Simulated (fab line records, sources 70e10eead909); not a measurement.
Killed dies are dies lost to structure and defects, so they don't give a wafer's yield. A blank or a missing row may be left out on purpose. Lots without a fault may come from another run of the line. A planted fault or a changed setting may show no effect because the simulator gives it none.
Problem report in the 8D (eight disciplines) form, filled by code | flow nand_harc | the parts of the form that need people (team, actions taken, sign-off) are left out

1. THE PROBLEM
killed_dies at NHARC_END_SORT_01 reads a mean of 660 on 2 wafers of 2 lots; wafers without a fault read 29 with a standard deviation of 11. That is +57 standard deviations from the usual mean.
First seen on wafer L481.5, day 25 02:47, on prober-01. The record holds 42 wafers of 14 lots with a number at this step. Rule for "out", or "out of limits": more than 4 standard deviations from the usual mean. The other wafers with a number count as sound.

2. WHAT IT IS AND WHAT IT IS NOT
question                    | is                           | is not
which readings at this step | killed_dies, killed_at_array | killed_at_other, killed_at_periphery, killed_open, killed_short
which lots                  | L481, L486                   | L468, L469, L470, L471, L472, L473, L474, L475, L477, L480, L489, L490
which wafers of those lots  | L481.5, L486.2               | L481.1, L481.3, L486.1, L486.3
read on which gauges        | prober-01, prober-02         | -
when                        | from day 25 02:47            | up to then (32 sound wafers); but 8 sound wafers of L486, L489, L490 came after

3. SUSPECTS, AND WHAT RULES EACH OUT
Counting: a tool at a process step up to the reading stays a suspect if it ran every lot that is out. Sound lots after the first of them don't rule it out here, since some wafers of a struck lot are sound.
- the gauge at NHARC_END_SORT_01: ruled out. The wafers that are out were read on 2 gauges (prober-01, prober-02).
- pecvd-04 at NHARC_A_CHANNEL_HOLE_D1_DEP_01 (deposits SiON, target thk 140 nm): kept. It ran every lot that is out, first L481 (day 11 13:55); its last sound lot up to then is L477 (day 11 03:52).
- rie_diel-09 at NHARC_THIN_TSV_ETCHBACK_48 (etches the open film in C4F8/Ar, target depth 1028.5 nm, time 405.17 s): kept. It ran every lot that is out, first L481 (day 22 23:19); its last sound lot up to then is L480 (day 22 07:00).
Left after counting: pecvd-04 at NHARC_A_CHANNEL_HOLE_D1_DEP_01, rie_diel-09 at NHARC_THIN_TSV_ETCHBACK_48.

4. THE CAUSE (what the simulator had put in)
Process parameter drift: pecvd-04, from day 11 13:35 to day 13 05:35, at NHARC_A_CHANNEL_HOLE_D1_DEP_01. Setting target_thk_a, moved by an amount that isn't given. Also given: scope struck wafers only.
Counting left 2 suspects, and this tool is among them.

5. THE CHAIN OF EFFECTS, in route order
Each row: a reading whose mean over the struck wafers that have a number lies more than 3 standard deviations from the usual. Only readings for which the record gives a usual standard deviation are gone through. hours: the time from each lot's start at the first step in this table that gives one to its start at this step, as a median over the lots. sigmas: the change in usual standard deviations.
hours | step              | reading         | usual | on struck wafers | change | sigmas
0     | NHARC_END_SORT_01 | killed_at_array | 26    | 657              | +631   | +57
0     | NHARC_END_SORT_01 | killed_dies     | 29    | 660              | +632   | +57

6. WHAT WOULD HAVE CAUGHT IT SOONER
In this record the first reading out of limits at a measuring or inspecting step was taken at day 25 02:47, 325 hours after the fault began at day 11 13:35.
Of the tool readings at NHARC_A_CHANNEL_HOLE_D1_DEP_01 for which the record gives a usual standard deviation, none was out on any struck wafer, so an alarm limit of 4 standard deviations on them would not have fired.
All the lots that are out (2) had begun NHARC_A_CHANNEL_HOLE_D1_DEP_01 on pecvd-04 by day 25 02:47. A hold on the tool at that time would have spared none of them.
